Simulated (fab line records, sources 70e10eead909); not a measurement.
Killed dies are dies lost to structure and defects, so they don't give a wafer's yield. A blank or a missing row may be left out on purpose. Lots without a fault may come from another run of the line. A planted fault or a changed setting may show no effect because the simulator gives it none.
fab line records | flow nand_harc
record lots=24 wafers=72 last_day=33
route steps=1302 shown P_STI@90 P_GATE@170 P_CONTACT@235 P_M0@274
lots that met no fault: from a run of the same line without faults
start_h: hours from the record's first day to the start of the lot's first wafer shown | wait_h: hours since the lot's step before | " the same as in the row above | L1.1+2: a row that stands for several wafers | - no value, or no start given | * or withheld: withheld | < > ~ a bound
route shown NAME@n: a module of which the file shows steps, and the number in the route of the first | usual: mean/standard deviation of fault-free wafers | same: alike in all rows | chamber/n: place in a boat | sites: the reading at each site | _std_site: their standard deviation | _edge_site: outer sites' mean less inner sites' | radius_mm: how far each site lies from the wafer's centre | mask NAME#n: copy n | behind: the tool/chamber that last shaped the wafer | hold: why the lot was held/for how many hours/how that ended | device: the transistor (n, p or np) that didn't switch | end of line: the same wafers' tests at the end of the route | a step without rows: its recipe alone | killed: dies lost to structure and defects at the first sort, not the wafer's yield | map: a wafer's dies, x killed, . not, _ none there
set.NAME: the setting as run; set.NAME@STEP: as run at that earlier step | model.NAME: the simulator's own value behind a step, which no gauge read
steps of the route over a sample of lots; a table a step, a row a wafer
services: from which hour (start_h, from the record's first day; less than 0 if before it) a tool's chamber was out of use, for how many hours, and why
## steps
# step NHARC_P_STI_ETCH_15
# recipe target_depth_a=3000 taper_deg=4 time_s=100.1 hbr_flow_sccm=150 cl2_flow_sccm=50 rf_w=400 icp_w=400 bias_w=100 chemistry=HBr/Cl2
# usual drypump_motor_current_A=5.6/0.52 oes_product_au=1.000/0.0085 throttle_valve_pct=26.406/0.0096
# columns lot.wafer tool chamber start_h wait_h drypump_motor_current_A oes_product_au rf_hours_counter_h throttle_valve_pct
L074.3 rie_si-06 2 43.67 - 5.5 0.997 0.8 26.415
L074.1 " 3 " " 6.1 1.006 0.8 26.403
L074.4 " 1 " " 6.1 1.000 0.7 26.430
L075.4 rie_si-04 3 53.89 - 5.7 1.001 0.5 26.399
L075.3 " 0 " " 5.9 1.006 0.5 26.414
L075.6 " 1 " " 5.0 1.002 - 26.406
L076.3 rie_si-06 0 65.87 - 4.8 0.993 0.8 26.398
L076.1 " 1 " " 6.1 1.003 0.9 26.415
L076.2 " 3 " " 6.1 1.010 1.0 26.396
L077.1 rie_si-04 0 74.30 - 5.9 1.008 0.6 26.409
L077.2 " 3 " " 5.7 0.999 0.6 26.428
L077.5 " 0 " " 5.9 0.999 - 26.411
L078.3 rie_si-04 1 85.09 - 5.1 1.007 0.7 26.412
L078.2 " 3 " " 5.7 1.009 0.7 26.408
L078.6 " 1 " " 5.1 1.004 - 26.403
L079.3 rie_si-06 3 94.96 - 6.1 1.002 0.0 26.396
L079.2 " 1 " " 6.1 0.985 0.1 26.406
L079.5 " 0 " " 4.8 1.003 - 26.414
L080.1 rie_si-01 1 106.73 - 5.8 1.000 0.5 26.398
L080.3 " 3 " " 5.1 0.996 0.5 26.413
L080.6 " 0 " " 6.2 0.997 - 26.421
L081.1 rie_si-01 1 113.59 - 5.8 1.000 0.6 26.420
L081.3 " 2 " " 6.5 0.998 0.5 26.402
L081.5 " 0 " " 6.2 1.006 - 26.404
L082.4 rie_si-01 3 124.74 - 5.1 1.004 0.7 26.409
L082.1 " 0 " " 6.2 1.008 0.7 26.406
L082.5 " 3 " " 5.1 1.004 - 26.416
L083.4 rie_si-04 0 132.66 - 5.9 1.004 0.9 26.391
L083.2 " 1 " " 5.1 1.012 1.0 26.399
L083.5 " 3 " " 5.7 0.997 - 26.381
L084.4 rie_si-04 2 146.26 - 5.0 1.005 0.9 26.405
L084.3 " 0 " " 5.9 0.998 1.0 26.413
L084.1 " 1 " " 5.0 1.014 1.1 26.409
L085.3 rie_si-04 0 156.97 - 5.9 1.009 1.1 26.400
L085.2 " 1 " " 5.0 1.014 1.1 26.404
L085.4 " 2 " " 5.0 1.021 1.1 26.410
L086.4 rie_si-04 0 180.18 - 5.9 0.991 0.0 26.415
L086.1 " 1 " " 5.1 1.004 0.0 26.409
L086.5 " 3 " " 5.7 1.013 - 26.404
L087.2 rie_si-06 2 180.31 - 5.4 0.994 0.5 26.415
L087.3 " 3 " " 6.1 0.997 0.6 26.415
L087.1 " 0 " " 4.8 1.013 0.5 26.397
L088.1 rie_si-01 2 180.48 - 6.5 0.998 0.9 26.415
L088.3 " 0 " " 6.2 1.004 1.0 26.419
L088.5 " 2 " " 6.5 0.997 - 26.396
L089.2 rie_si-04 2 194.78 - 5.0 1.011 0.1 26.405
L089.5 " 1 " " 5.1 1.020 - 26.391
L089.6 " 0 " " 5.9 0.981 - 26.412
L090.4 rie_si-01 2 206.40 - 6.5 1.001 0.0 26.397
L090.1 " 3 " " 5.2 1.001 0.0 26.420
L090.5 " 3 " " 5.2 1.005 - 26.409
L091.2 rie_si-06 3 214.81 - 6.1 1.004 0.8 26.398
L091.5 " 1 " " 6.1 1.001 - 26.401
L091.6 " 2 " " 5.5 1.001 - 26.403
L092.3 rie_si-04 1 226.06 - 5.1 1.015 0.3 26.395
L092.6 " 0 " " 5.9 0.982 - 26.417
L092.5 " 1 " " 5.1 1.010 - 26.399
L093.3 rie_si-01 1 237.02 - 5.8 0.995 0.2 26.419
L093.2 " 2 " " 6.5 0.997 0.2 26.394
L093.1 " 3 " " 5.2 0.996 0.2 26.417
L094.3 rie_si-06 1 249.59 - 6.1 0.991 1.0 26.412
L094.1 " 3 " " 6.1 0.994 0.9 26.388
L094.2 " 0 " " 4.8 1.000 0.9 26.412
L095.2 rie_si-04 3 257.96 - 5.7 1.007 0.5 26.399
L095.4 " 2 " " 5.0 1.003 0.6 26.420
L095.5 " 0 " " 5.9 0.990 - 26.413
L096.2 rie_si-01 0 262.72 - 6.2 0.980 0.4 26.418
L096.4 " 2 " " 6.5 0.995 - 26.414
L096.5 " 0 " " 6.2 0.989 - 26.396
L097.1 rie_si-06 1 272.52 - 6.1 0.996 0.0 26.403
L097.5 " 0 " " 4.8 0.992 - 26.417
L097.6 " 1 " " 6.1 1.008 - 26.403
# step NHARC_P_GATE_CD_MEAS_46
# recipe target_cd_nm=720 landing_energy_ev=500
# usual cd_nm=719.6/1.4
# columns lot.wafer tool chamber start_h wait_h cd_nm
L074.1 cd_sem-03 0 105.89 - 718.0
L074.3 " 0 " " 719.2
L074.4 " 0 " " 719.9
L075.3 cd_sem-01 0 120.58 - 719.4
L075.4 " 0 " " 721.1
L075.6 " 0 " " 719.4
L077.1 cd_sem-02 0 135.27 - 719.7
L077.2 " 0 " " 720.9
L077.5 " 0 " " 720.5
L076.1 cd_sem-02 0 136.02 - 717.0
L076.2 " 0 " " 717.0
L076.3 " 0 " " 716.6
L078.2 cd_sem-03 0 152.04 - 722.3
L078.3 " 0 " " 723.7
L078.6 " 0 " " 720.9
L079.2 cd_sem-03 0 158.63 - 722.8
L079.3 " 0 " " 721.8
L079.5 " 0 " " 719.9
L080.1 cd_sem-02 0 171.40 - 718.8
L080.3 " 0 " " 719.2
L080.6 " 0 " " 718.3
L081.1 cd_sem-03 0 178.04 - 719.4
L081.3 " 0 " " 718.8
L081.5 " 0 " " 718.3
L083.2 cd_sem-02 0 195.57 - 719.4
L083.4 " 0 " " 718.7
L083.5 " 0 " " 719.4
L082.1 cd_sem-02 0 196.51 - 720.3
L082.4 " 0 " " 722.1
L082.5 " 0 " " 720.0
L084.1 cd_sem-01 0 217.48 - 721.6
L084.3 " 0 " " 720.2
L084.4 " 0 " " 720.4
L085.2 cd_sem-02 0 221.48 - 718.3
L085.3 " 0 " " 717.9
L085.4 " 0 " " 717.5
L086.1 cd_sem-02 0 253.44 - 721.8
L086.4 " 0 " " 720.5
L086.5 " 0 " " 721.5
L089.2 cd_sem-02 0 254.10 - 720.6
L089.5 " 0 " " 719.8
L089.6 " 0 " " 721.3
L088.1 cd_sem-03 0 254.86 - 719.3
L088.3 " 0 " " 718.2
L088.5 " 0 " " 719.9
L087.1 cd_sem-02 0 259.93 - 719.1
L087.2 " 0 " " 718.5
L087.3 " 0 " " 720.2
L090.1 cd_sem-02 0 279.59 - 719.8
L090.4 " 0 " " 718.5
L090.5 " 0 " " 718.1
L091.2 cd_sem-02 0 281.43 - 718.0
L091.5 " 0 " " 719.6
L091.6 " 0 " " 720.7
L092.3 cd_sem-01 0 294.71 - 717.6
L092.5 " 0 " " 718.0
L092.6 " 0 " " 720.1
L093.1 cd_sem-02 0 306.56 - 719.8
L093.2 " 0 " " 720.3
L093.3 " 0 " " 722.1
L094.1 cd_sem-03 0 317.62 - 718.5
L094.2 " 0 " " 717.5
L094.3 " 0 " " 717.6
L096.2 cd_sem-03 0 325.61 - 719.6
L096.4 " 0 " " 719.9
L096.5 " 0 " " 719.1
L095.2 cd_sem-02 0 326.38 - 717.9
L095.4 " 0 " " 719.2
L095.5 " 0 " " 719.7
L097.1 cd_sem-01 0 335.86 - 717.9
L097.5 " 0 " " 717.5
L097.6 " 0 " " 718.7
# step NHARC_P_GATE_RTA_64
# recipe temp_c=1050 time_s=1
# usual lamp_power_pct=33.4/0.46 wafer_temp_C_max=1055.4/2.1
# columns lot.wafer tool chamber start_h wait_h lamp_power_pct wafer_temp_C_max
L074.1 rtp_anneal-02 0 111.08 - 33.0 1053.3
L074.3 " 0 " " 33.1 1054.7
L074.4 " 0 " " 33.1 1054.9
L075.3 rtp_anneal-02 0 125.64 - 33.1 1054.0
L075.4 " 0 " " 33.1 1054.3
L075.6 " 0 " " 33.1 1054.6
L077.1 rtp_anneal-01 0 140.42 - 33.9 1058.4
L077.2 " 0 " " 34.0 1058.0
L077.5 " 0 " " 34.0 1060.0
L076.1 rtp_anneal-01 0 141.28 - 34.0 1056.1
L076.2 " 0 " " 34.0 1056.7
L076.3 " 0 " " 34.0 1057.4
L078.2 rtp_anneal-01 0 166.74 - 33.9 1056.6
L078.3 " 0 " " 34.0 1055.6
L078.6 " 0 " " 34.0 1056.5
L079.2 rtp_anneal-01 0 167.52 - 33.9 1059.5
L079.3 " 0 " " 34.0 1060.0
L079.5 " 0 " " 34.0 1058.6
L080.1 rtp_anneal-01 0 176.93 - 34.0 1058.6
L080.3 " 0 " " 34.0 1056.1
L080.6 " 0 " " 34.0 1057.9
L081.1 rtp_anneal-02 0 183.29 - 33.0 1053.4
L081.3 " 0 " " 33.1 1053.4
L081.5 " 0 " " 33.1 1053.4
L083.2 rtp_anneal-02 0 200.74 - 33.1 1055.0
L083.4 " 0 " " 33.1 1054.0
L083.5 " 0 " " 33.1 1054.0
L082.1 rtp_anneal-02 0 201.80 - 33.1 1053.6
L082.4 " 0 " " 33.0 1055.1
L082.5 " 0 " " 33.1 1054.7
L084.1 rtp_anneal-01 0 222.62 - 34.0 1056.3
L084.3 " 0 " " 34.1 1059.3
L084.4 " 0 " " 34.0 1057.5
L085.2 rtp_anneal-01 0 226.66 - 34.0 1055.8
L085.3 " 0 " " 34.0 1054.7
L085.4 " 0 " " 33.9 1057.5
L086.1 rtp_anneal-01 0 259.05 - 34.0 1059.0
L086.4 " 0 " " 33.9 1057.2
L086.5 " 0 " " 34.0 1058.0
L089.2 rtp_anneal-02 0 259.79 - 33.1 1053.7
L089.5 " 0 " " 33.1 1053.4
L089.6 " 0 " " 33.1 1052.6
L088.1 rtp_anneal-02 0 260.25 - 33.1 1053.3
L088.3 " 0 " " 33.0 1054.4
L088.5 " 0 " " 33.0 1055.0
L087.1 rtp_anneal-02 0 265.21 - 33.0 1054.3
L087.2 " 0 " " 33.1 1053.7
L087.3 " 0 " " 33.1 1053.8
L090.1 rtp_anneal-02 0 284.79 - 33.1 1054.9
L090.4 " 0 " " 33.0 1053.7
L090.5 " 0 " " 33.1 1053.1
L091.2 rtp_anneal-02 0 286.80 - 33.0 1055.1
L091.5 " 0 " " 33.0 1054.5
L091.6 " 0 " " 33.0 1055.2
L092.3 rtp_anneal-02 0 300.02 - 33.0 1054.8
L092.5 " 0 " " 33.0 1055.1
L092.6 " 0 " " 33.0 1055.0
L093.1 rtp_anneal-02 0 311.87 - 33.1 1052.8
L093.2 " 0 " " 33.0 1053.9
L093.3 " 0 " " 33.1 1054.6
L094.1 rtp_anneal-01 0 322.92 - 33.9 1057.1
L094.2 " 0 " " 33.9 1056.2
L094.3 " 0 " " 33.9 1055.5
L096.2 rtp_anneal-02 0 330.79 - 33.0 1053.5
L096.4 " 0 " " 33.0 1052.4
L096.5 " 0 " " 33.0 1052.9
L095.2 rtp_anneal-01 0 331.55 - 34.0 1057.0
L095.4 " 0 " " 33.9 1054.5
L095.5 " 0 " " 34.1 1056.2
L097.1 rtp_anneal-02 0 342.99 - 33.0 1054.2
L097.5 " 0 " " 33.0 1054.2
L097.6 " 0 " " 33.0 1053.6
# step NHARC_P_CONTACT_DESCUM_17
# recipe time_s=3 o2_flow_sccm=200 ar_flow_sccm=0 bias_power_w=0 chemistry=O2
# usual drypump_motor_current_A=5.7/0.49 oes_product_au=1.001/0.007 rf_vpp_V=57.8/0.93 showerhead_plenum_p_Torr=1.92/0.083 throttle_valve_pct=11.311/0.0089
# columns lot.wafer tool chamber start_h wait_h drypump_motor_current_A oes_product_au rf_hours_counter_h rf_vpp_V showerhead_plenum_p_Torr throttle_valve_pct
L074.1 rie_diel-11 2 114.05 0.1 6.3 1.004 1.3 58.6 1.98 11.317
L074.3 " 3 " " 4.9 0.999 1.3 58.2 2.01 11.314
L074.4 " 1 " " 5.4 0.996 - 56.8 1.81 11.302
L075.3 rie_diel-10 0 128.68 0.1 6.2 1.008 - 58.3 2.03 11.299
L075.4 " 2 " " 5.6 0.997 - 57.1 1.82 11.305
L075.6 " 0 " " 6.2 1.001 - 57.8 2.03 11.307
L077.1 rie_diel-11 3 143.47 0.1 4.9 1.004 2.2 57.8 2.01 11.309
L077.2 " 2 " " 6.3 1.002 2.3 58.7 1.98 11.317
L077.5 " 3 " " 4.9 1.007 - 58.1 2.01 11.302
L076.2 rie_diel-06 2 144.34 0.1 5.4 0.992 0.2 58.6 1.99 11.313
L076.3 " 3 " " 5.6 0.997 0.2 56.7 1.92 11.297
L076.1 " 1 " " 5.8 0.998 0.1 56.4 1.79 11.322
L078.3 rie_diel-11 1 169.66 0.1 5.4 0.995 3.1 57.8 1.81 11.306
L078.2 " 3 " " 4.9 1.006 3.0 56.9 2.01 11.302
L078.6 " 1 " " 5.4 1.008 - 55.9 1.81 11.302
L079.2 rie_diel-10 2 170.56 0.1 5.6 0.994 7.1 56.6 1.82 11.302
L079.3 " 0 " " 6.2 1.002 6.9 57.3 2.03 11.321
L079.5 " 2 " " 5.6 1.000 - 56.6 1.82 11.308
L080.3 rie_diel-11 0 179.90 0.1 6.6 1.009 1.7 56.5 1.88 11.304
L080.1 " 3 " " 4.9 1.008 3.3 59.3 2.01 11.300
L080.6 " 1 " " 5.4 1.008 - 59.6 1.81 11.309
L081.3 rie_diel-11 1 186.36 0.1 5.4 1.006 3.8 58.0 1.81 11.306
L081.1 " 3 " " 4.9 1.009 3.7 57.8 2.01 11.306
L081.5 " 2 " " 6.3 1.000 - 58.9 1.98 11.312
L083.2 rie_diel-10 3 203.65 0.1 5.9 1.006 8.3 57.6 1.96 11.309
L083.4 " 3 " " 5.9 1.004 - 59.0 1.96 11.302
L083.5 " 0 " " 6.2 0.988 - 57.7 2.02 11.302
L082.1 rie_diel-06 0 204.75 0.1 5.4 0.999 1.3 57.8 1.84 11.315
L082.4 " 1 " " 5.8 0.992 - 57.5 1.79 11.304
L082.5 " 0 " " 5.4 1.004 - 56.1 1.84 11.307
L084.3 rie_diel-10 1 225.69 0.1 5.4 1.010 10.8 58.3 1.98 11.308
L084.4 " 2 " " 5.6 1.005 10.5 56.8 1.82 11.313
L084.1 " 3 " " 5.9 1.007 10.3 58.6 1.96 11.332
L085.4 rie_diel-06 1 229.89 0.1 5.8 0.995 2.1 57.4 1.79 11.330
L085.2 " 2 " " 5.4 1.002 1.6 58.6 1.99 11.303
L085.3 " 3 " " 5.6 1.004 2.1 56.8 1.92 11.310
L086.4 rie_diel-06 0 262.01 0.1 5.3 1.009 3.0 56.6 1.84 11.310
L086.1 " 2 " " 5.4 0.997 2.2 57.5 1.99 11.304
L086.5 " 0 " " 5.4 1.009 - 56.5 1.84 11.318
L089.2 rie_diel-10 3 262.84 0.1 5.9 1.013 1.1 58.8 1.96 11.309
L089.6 " 3 " " 5.9 1.005 - 60.5 1.96 11.310
L089.5 " 0 " " 6.2 0.999 - 58.3 2.02 11.323
L088.1 rie_diel-06 2 263.31 0.1 5.4 0.983 2.5 57.7 1.99 11.298
L088.3 " 0 " " 5.4 0.996 3.4 56.2 1.84 11.319
L088.5 " 3 " " 5.6 1.002 - 58.6 1.92 11.314
L087.2 rie_diel-10 1 268.31 0.1 5.4 0.993 1.5 58.8 1.98 11.301
L087.3 " 3 " " 5.9 1.008 1.4 58.6 1.96 11.320
L087.1 " 0 " " 6.2 0.991 1.5 57.1 2.02 11.319
L090.1 rie_diel-10 0 287.84 0.1 6.2 1.004 2.4 57.0 2.02 11.301
L090.4 " 1 " " 5.4 0.991 2.3 58.0 1.98 11.331
L090.5 " 1 " " 5.4 0.996 - 58.2 1.98 11.300
L091.2 rie_diel-06 2 289.83 0.1 5.4 1.002 3.2 57.2 1.99 11.320
L091.5 " 2 " " 5.4 1.008 - 58.8 1.99 11.332
L091.6 " 3 " " 5.6 0.997 - 58.0 1.92 11.302
L092.3 rie_diel-11 1 303.11 0.1 5.4 0.999 0.7 57.8 1.81 11.319
L092.5 " 2 " " 6.3 1.003 - 57.6 1.98 11.305
L092.6 " 3 " " 4.9 1.000 - 57.7 2.01 11.320
L093.2 rie_diel-11 1 315.04 0.1 5.4 1.005 1.6 56.6 1.81 11.309
L093.1 " 2 " " 6.3 1.016 1.5 60.1 1.98 11.320
L093.3 " 3 " " 4.9 0.994 1.2 57.2 2.01 11.306
L094.2 rie_diel-11 0 325.98 0.1 6.6 0.997 1.9 58.1 1.88 11.316
L094.1 " 1 " " 5.4 1.004 2.3 57.2 1.81 11.312
L094.3 " 3 " " 4.9 1.000 1.6 58.2 2.01 11.306
L096.2 rie_diel-06 0 333.82 0.1 5.4 1.002 0.4 57.8 1.84 11.298
L096.4 " 2 " " 5.4 0.999 0.4 58.6 1.99 11.312
L096.5 " 1 " " 5.8 0.991 - 56.1 1.79 11.320
L095.2 rie_diel-11 2 334.46 0.1 6.3 1.001 2.4 59.7 1.98 11.323
L095.4 " 3 " " 4.9 1.006 2.1 56.8 2.01 11.299
L095.5 " 0 " " 6.6 0.987 - 57.9 1.88 11.315
L097.1 rie_diel-11 1 346.07 0.1 5.4 0.997 3.1 57.6 1.81 11.319
L097.6 " 3 " " 4.9 1.010 - 59.2 2.01 11.316
L097.5 " 0 " " 6.6 0.991 - 58.6 1.88 11.322
# step NHARC_P_M0_PVD_20
# recipe target_thk_a=50 bias_v=168.6 power_w=15000 chamber_pressure_pa=0.12 time_s=8.06 substrate_temp_c=50 material=TaN
# usual throttle_valve_pct=30.2/0.88
# columns lot.wafer tool chamber start_h wait_h throttle_valve_pct
L074.1 pvd_sputter-02 - - - 30.4
L074.3 " - " " 30.3
L074.4 " - " " 29.2
L075.4 pvd_sputter-02 - - - 30.2
L075.3 " - " " 29.2
L075.6 " - " " 30.2
L077.1 pvd_sputter-02 - - - 29.5
L077.2 " - " " 30.4
L077.5 " - " " 30.3
L076.3 pvd_sputter-03 - - - 30.8
L076.1 " - " " 30.4
L076.2 " - " " 29.8
L078.3 pvd_sputter-01 - - - 30.4
L078.2 " - " " 29.4
L078.6 " - " " 29.4
L079.2 pvd_sputter-02 - - - 30.4
L079.3 " - " " 29.1
L079.5 " - " " 30.4
L080.1 pvd_sputter-03 - - - 30.5
L080.3 " - " " 29.7
L080.6 " - " " 30.7
L081.3 pvd_sputter-01 - - - 32.2
L081.1 " - " " 30.6
L081.5 " - " " 29.4
L083.4 pvd_sputter-01 - - - 30.4
L083.2 " - " " 29.5
L083.5 " - " " 30.6
L082.1 pvd_sputter-03 - - - 30.8
L082.4 " - " " 30.0
L082.5 " - " " 30.9
L084.3 pvd_sputter-02 - - - 29.1
L084.4 " - " " 30.3
L084.1 " - " " 29.3
L085.4 pvd_sputter-02 - - - 29.2
L085.3 " - " " 30.1
L085.2 " - " " 30.5
L086.1 pvd_sputter-02 - - - 30.4
L086.4 " - " " 28.9
L086.5 " - " " 30.4
L089.2 pvd_sputter-01 - - - 30.3
L089.5 " - " " 32.1
L089.6 " - " " 30.2
L088.1 pvd_sputter-02 - - - 30.1
L088.3 " - " " 29.5
L088.5 " - " " 29.3
L087.1 pvd_sputter-01 - - - 30.2
L087.3 " - " " 30.3
L087.2 " - " " 29.2
L090.1 pvd_sputter-01 - - - 30.2
L090.4 " - " " 30.2
L090.5 " - " " 30.2
L091.2 pvd_sputter-01 - - - 29.1
L091.6 " - " " 32.2
L091.5 " - " " 30.2
L092.3 pvd_sputter-03 - - - 30.2
L092.5 " - " " 30.8
L092.6 " - " " 30.0
L093.2 pvd_sputter-01 - - - 30.6
L093.3 " - " " 30.0
L093.1 " - " " 32.2
L094.2 pvd_sputter-01 - - - 29.3
L094.3 " - " " 32.3
L094.1 " - " " 30.0
L096.2 pvd_sputter-03 - - - 29.8
L096.4 " - " " 30.8
L096.5 " - " " 29.9
L095.2 pvd_sputter-02 - - - 28.9
L095.4 " - " " 29.5
L095.5 " - " " 30.9
L097.1 pvd_sputter-01 - - - 29.0
L097.6 " - " " 30.2
L097.5 " - " " 29.8
# step NHARC_P_M0_CMP_23
# recipe t_overpolish_s=20 target_thk_nm=117.54
# usual motor_current_A=12.6/1.4 time_to_endpoint_s=28.0/2.4
# columns lot.wafer tool chamber start_h wait_h motor_current_A time_to_endpoint_s
L074.3 cmp-01 3 120.41 - 11.2 26.0
L074.1 " 0 " " 10.8 30.4
L074.4 " 1 " " 14.7 30.8
L075.4 cmp-01 2 135.27 - 11.7 27.7
L075.3 " 1 " " 14.9 29.7
L075.6 " 3 " " 11.4 27.8
L077.2 cmp-03 3 149.63 - 12.6 24.3
L077.1 " 0 " " 10.7 27.8
L077.5 " 0 " " 10.5 27.7
L076.3 cmp-04 2 150.91 - 13.3 27.2
L076.1 " 0 " " 16.0 29.2
L076.2 " 1 " " 13.3 27.8
L078.2 cmp-04 1 175.83 - 12.5 29.0
L078.3 " 2 " " 13.5 27.9
L078.6 " 0 " " 15.8 30.6
L079.3 cmp-01 2 176.71 - 11.8 30.4
L079.2 " 0 " " 11.3 26.8
L079.5 " 2 " " 11.9 27.8
L080.3 cmp-03 3 186.13 - 12.9 28.3
L080.1 " 0 " " 10.7 27.6
L080.6 " 2 " " 12.5 27.4
L081.1 cmp-01 0 192.65 - 11.5 30.7
L081.3 " 1 " " 15.1 26.1
L081.5 " 3 " " 11.5 24.2
L083.2 cmp-03 3 210.44 - 12.2 29.7
L083.4 " 1 " " 11.7 33.1
L083.5 " 3 " " 12.2 30.4
L082.1 cmp-03 3 211.10 - 12.9 30.6
L082.4 " 1 " " 12.0 32.0
L082.5 " 3 " " 13.0 29.8
L084.1 cmp-03 1 231.78 - 11.7 28.2
L084.4 " 2 " " 12.4 29.7
L084.3 " 3 " " 12.6 30.7
L085.4 cmp-04 0 236.09 - 14.7 26.3
L085.2 " 1 " " 13.0 28.6
L085.3 " 3 " " 13.6 26.2
L086.4 cmp-01 2 268.14 - 12.1 26.6
L086.1 " 3 " " 11.1 25.7
L086.5 " 0 " " 11.2 29.6
L089.2 cmp-01 1 269.07 - 14.5 23.9
L089.5 " 3 " " 10.8 23.2
L089.6 " 0 " " 10.9 27.1
L088.1 cmp-01 3 270.14 - 11.3 26.8
L088.3 " 2 " " 12.7 25.6
L088.5 " 0 " " 11.0 27.4
L087.2 cmp-01 2 277.14 - 12.5 27.5
L087.1 " 3 " " 10.9 22.6
L087.3 " 1 " " 14.9 25.5
L090.4 cmp-01 1 294.03 - 14.7 28.2
L090.1 " 2 " " 12.7 30.9
L090.5 " 1 " " 15.2 29.9
L091.2 cmp-04 2 296.25 - 13.1 27.0
L091.5 " 1 " " 13.1 27.8
L091.6 " 2 " " 12.4 27.0
L092.3 cmp-01 0 309.31 - 11.0 27.0
L092.5 " 0 " " 10.8 26.2
L092.6 " 1 " " 14.8 26.1
L093.2 cmp-04 1 321.40 - 12.6 26.2
L093.3 " 2 " " 13.1 27.9
L093.1 " 3 " " 14.1 26.2
L094.1 cmp-04 0 332.22 - 15.2 31.1
L094.3 " 1 " " 12.6 27.2
L094.2 " 3 " " 13.4 31.0
L096.4 cmp-01 0 339.84 - 11.4 26.8
L096.2 " 3 " " 11.1 22.2
L096.5 " 0 " " 11.1 25.8
L095.4 cmp-04 2 340.50 - 13.4 27.8
L095.2 " 3 " " 13.9 32.6
L095.5 " 2 " " 12.9 25.2
L097.1 cmp-01 1 352.31 - 15.5 27.8
L097.5 " 0 " " 11.2 28.3
L097.6 " 1 " " 15.3 25.6
## services
# columns tool chamber start_h hours kind
pvd_sputter-01 - 52.00 10.0 pm
rie_diel-11 - 78.50 9.0 pm
cmp-01 - 81.35 0.3 repair
cmp-01 - 84.40 1.1 repair
cmp-01 - 87.50 4.0 pm
rie_diel-11 0 91.68 25.8 repair
pvd_sputter-02 - 104.00 10.0 pm
pvd_sputter-01 - 131.67 8.5 repair
rie_diel-11 1 155.79 2.1 repair
cmp-01 - 160.20 2.5 repair
rie_si-04 - 165.00 9.0 pm
cmp-01 - 185.50 4.0 pm
rie_si-04 3 191.95 5.5 repair
rie_si-04 - 211.45 0.5 repair
pvd_sputter-01 - 230.00 10.0 pm
rie_diel-11 - 255.50 9.0 pm
pvd_sputter-01 - 255.87 1.7 repair
pvd_sputter-02 - 263.65 2.4 repair
rie_si-04 0 279.06 1.5 repair
cmp-01 - 283.50 4.0 pm
pvd_sputter-01 - 309.50 5.4 repair
cmp-01 - 312.61 1.6 repair
rtp_anneal-01 - 318.84 2.7 repair
rie_si-04 - 342.00 9.0 pm
## key
fault none
